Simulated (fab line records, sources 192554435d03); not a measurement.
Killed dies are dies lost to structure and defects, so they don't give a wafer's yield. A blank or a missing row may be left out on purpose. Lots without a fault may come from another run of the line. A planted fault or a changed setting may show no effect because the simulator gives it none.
Split-lot experiment | flow n5_finfet | 7 lots, 21 wafers read, on a route of 1938 steps

THE SPLIT
At N5_BEOL_M2_EXPOSE_25 (exposes mask V1, defocus 5 nm), the setting dose_mj was moved away from the recipe's 63 on 7 of the 21 wafers read, by -7.2% to +3.0%. The other wafers ran this setting at the recipe's value.

FROM THE SPLIT TO THE READING: what the file shows between them, 2 steps
- N5_BEOL_M2_PEB_26: peb time 60 s
- N5_BEOL_M2_DEVELOP_27: develop time 30 s

THE READING
cd_nm, in nm, at N5_BEOL_M2_CD_MEAS_28 (target cd 26.2 nm, target cd y 24.1 nm). Fault-free wafers of this fab line usually give 26.13 nm, standard deviation 0.23 nm.

wafer  | tool, chamber at the split | dose_mj as run | against the recipe | cd_nm, nm | against lot-mates on the recipe
L074.1 | euv_scanner-02, 0          | 63             | recipe             | 25.99     | -
L074.4 | euv_scanner-02, 0          | 63             | recipe             | 26.02     | -
L074.6 | euv_scanner-02, 0          | 63             | recipe             | 26.06     | -
L075.1 | euv_scanner-01, 0          | 59.37          | -5.8%              | 25.41     | -0.57
L075.3 | euv_scanner-01, 0          | 59.37          | -5.8%              | 24.80     | -1.18
L075.6 | euv_scanner-01, 0          | 63             | recipe             | 25.98     | -
L077.4 | euv_scanner-01, 0          | 61.44          | -2.5%              | 25.64     | -0.72
L077.5 | euv_scanner-01, 0          | 63             | recipe             | 26.36     | -
L077.6 | euv_scanner-01, 0          | 61.44          | -2.5%              | 25.91     | -0.45
L079.3 | euv_scanner-01, 0          | 63             | recipe             | 26.12     | -
L079.4 | euv_scanner-01, 0          | 63             | recipe             | 26.39     | -
L079.5 | euv_scanner-01, 0          | 63             | recipe             | 26.00     | -
L084.1 | euv_scanner-02, 0          | 58.45          | -7.2%              | 24.54     | -1.68
L084.4 | euv_scanner-02, 0          | 63             | recipe             | 26.22     | -
L084.6 | euv_scanner-02, 0          | 58.45          | -7.2%              | 24.82     | -1.40
L089.3 | euv_scanner-02, 0          | 63             | recipe             | 26.05     | -
L089.4 | euv_scanner-02, 0          | 63             | recipe             | 26.34     | -
L089.5 | euv_scanner-02, 0          | 63             | recipe             | 26.00     | -
L091.1 | euv_scanner-02, 0          | 63             | recipe             | 25.97     | -
L091.2 | euv_scanner-02, 0          | 63             | recipe             | 25.90     | -
L091.6 | euv_scanner-02, 0          | 64.86          | +3.0%              | 26.34     | +0.41

THE FIT
A straight line over all 21 wafers: cd_nm changes by +0.177 nm for each +1% of dose_mj; r = +0.93; the points scatter about the line by 0.2 nm.
The same after taking each lot's own level away (the mean of its wafers on the recipe; 21 wafers): +0.188 nm for each +1%; r = +0.95; scatter 0.18 nm.
On that fit, the largest move of dose_mj shifts the reading by 1.4 nm.
The lots' own levels span 25.935 to 26.360 nm, that is 1.8 times the standard deviation above.
So the lot-to-lot level changes the slope little: the two slopes agree.
Check: with one of the wafers moved furthest among these (-7.2%) left out of the fit, the line predicts -1.26 nm for it against its lot-mates. It came out at -1.68 nm against them.

THE FILE'S OWN FIT
cd_nm changes by +0.187 nm for each +1% of dose_mj, r = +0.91.
